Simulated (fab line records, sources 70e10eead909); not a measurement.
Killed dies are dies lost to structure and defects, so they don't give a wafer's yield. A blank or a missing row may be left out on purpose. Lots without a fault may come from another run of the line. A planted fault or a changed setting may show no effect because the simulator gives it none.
A struck lot beside a sound one | flow nand_harc | 40 steps out of a route of 1159
Sound: wafers L838.1, L838.3, L838.6. Struck: wafer L845.2. (L845.4, L845.5 of the same lot were not struck and are left out.) The cause comes at the end.
At each step with rows: each side's tool, then ch and its chambers, then its first start. Under that, the readings that differ: sound wafers | struck wafers | difference of the means | sigmas: that difference in standard deviations of wafers without a fault.
alike: readings whose means differ by less than 2 such deviations, and words and numbers that are the same on both sides. not compared: withheld readings, readings that some wafer has no value for, bounds like >300 that may hide the same value, and numbers for which the record gives no deviation and whose values overlap.
The two part at a step that has a row with sigmas, a row that says differs or no value, or rows on one side only. Numbers that don't overlap but have no deviation are shown without sigmas and don't part them. A reading that every wafer of one side lacks parts them only if that side has two wafers or more.

NHARC_A_BONDPAD_THK_MEAS_20: measures by xrf.
  sound on film_metro-01, day 19 03:35; struck on film_metro-01, day 20 21:59
  alike: thk_nm
then, 1 step without rows for these wafers: NHARC_A_BONDPAD_SRD_21 (time 30 s, dry time 20 s).
NHARC_A_BONDPAD_INSPECT_23:
  sound on defect_inspect-01, day 19 03:51; struck on defect_inspect-01, day 20 22:12
  reading          | sound       | struck | difference | sigmas
  raw_defect_count | 289 385 259 | 564    | +253       | +3
NHARC_HYBRID_BOND_ACTIVATE_00: chemistry N2, time 60 s.
  sound on rie_diel-13 ch 0,2,3, day 19 03:56; struck on rie_diel-04 ch 3, day 20 22:16
  alike: drypump_motor_current_A, oes_product_au, rf_vpp_V, showerhead_plenum_p_Torr
  not compared: rf_hours_counter_h
then, 4 steps without rows for these wafers: NHARC_HYBRID_BOND_PRECLEAN_01 (cleans in DIW, time 300 s); NHARC_HYBRID_BOND_SRD_02 (time 30 s, dry time 20 s); NHARC_HYBRID_BOND_BOND_03; NHARC_HYBRID_BOND_ANNEAL_04 (time 7200 s).
NHARC_HYBRID_BOND_OVL_MEAS_05:
  sound on overlay-01, day 19 14:10; struck on overlay-02, day 21 08:25
  alike: overlay_x_nm, overlay_y_nm
NHARC_HYBRID_BOND_INSPECT_06: inspects for defects (ir void).
  sound on defect_inspect-02, day 19 14:13; struck on defect_inspect-01, day 21 08:28
  alike: raw_defect_count
NHARC_THIN_TSV_GRIND_00:
  sound on grinder-01 ch 0, day 19 14:22; struck on grinder-01 ch 0, day 21 08:49
  alike: motor_current_A
NHARC_THIN_TSV_CMP_01: polishes.
  sound on cmp-04 ch 1,2, day 19 15:36; struck on cmp-04 ch 1, day 21 09:52
  alike: motor_current_A, retaining_ring_pressure_frac, slurry_filter_dp_kPa
then, 12 steps without rows for these wafers: NHARC_THIN_TSV_SRD_03; NHARC_THIN_TSV_PRECLEAN_41 (cleans in SC1); NHARC_THIN_TSV_SRD_42; NHARC_THIN_TSV_DEP_43 (deposits SiO2, target thk 1328.5 nm); NHARC_THIN_TSV_DEHYDRATE_04 (time 120 s); NHARC_THIN_TSV_HMDS_05 (time 30 s); NHARC_THIN_TSV_COAT_06; NHARC_THIN_TSV_SOFTBAKE_07 (time 95 s); NHARC_THIN_TSV_EBR_08; NHARC_THIN_TSV_EXPOSE_09 (exposes mask TSV); NHARC_THIN_TSV_PEB_10 (peb time 85 s); NHARC_THIN_TSV_DEVELOP_11 (time 70 s).
NHARC_THIN_TSV_CD_MEAS_12: target cd 1000 nm.
  sound on cd_sem-03 ch 0, day 19 16:55; struck on cd_sem-02 ch 0, day 21 11:03
  alike: cd_nm
then, 3 steps without rows for these wafers: NHARC_THIN_TSV_HARDBAKE_13 (time 80 s); NHARC_THIN_TSV_DESCUM_14 (chemistry O2, time 3 s); NHARC_THIN_TSV_ETCH_44 (etches the open film in CF4/O2, target depth 1594.2 nm, time 797.1 s).
NHARC_THIN_TSV_ETCH_15: target depth 3000 nm, bosch target overetch cycles 2, bosch etch step 2.8 s.
  sound on rie_si-05 ch 2,3, day 19 17:44; struck on rie_si-02 ch 0, day 21 11:54
  alike: drypump_motor_current_A
  not compared: rf_hours_counter_h
NHARC_THIN_TSV_CD_MEAS_16:
  sound on cd_sem-01, day 19 17:53; struck on cd_sem-01, day 21 12:01
  alike: cd_nm
then, 4 steps without rows for these wafers: NHARC_THIN_TSV_STRIP_45 (strips in O2); NHARC_THIN_TSV_STRIP_46 (strips in post etch residue remover, time 1200 s); NHARC_THIN_TSV_DEP_47 (deposits SiO2, target thk 200 nm); NHARC_THIN_TSV_ETCHBACK_48 (etches the open film in C4F8/Ar, target depth 1028.5 nm, time 405.17 s).
NHARC_THIN_TSV_STRIP_62: strips in N2/H2, time 20 s.
  sound on plasma_asher-02 ch 0,1, day 19 19:48; struck on plasma_asher-02 ch 0, day 21 13:40
  alike: drypump_motor_current_A, heater_power_w
  not compared: rf_hours_counter_h
NHARC_THIN_TSV_DEGAS_49: time 120 s.
  sound on pvd_sputter-02, day 19 19:57; struck on pvd_sputter-03, day 21 13:50
  alike: heater_power_w
then, 3 steps without rows for these wafers: NHARC_THIN_TSV_PRE_CLEAN_50 (time 30 s); NHARC_THIN_TSV_PVD_19 (deposits TaN, target thk 20 nm); NHARC_THIN_TSV_PVD_51 (deposits Cu, target thk 100 nm).
NHARC_END_SORT_01:
  the record has rows for the struck wafers here (prober-01 ch 0, day 22 11:26) and none for the sound ones

WHERE THEY PART
First at NHARC_A_BONDPAD_INSPECT_23; last, within this record, at NHARC_END_SORT_01.

WHY: what the simulator had put in
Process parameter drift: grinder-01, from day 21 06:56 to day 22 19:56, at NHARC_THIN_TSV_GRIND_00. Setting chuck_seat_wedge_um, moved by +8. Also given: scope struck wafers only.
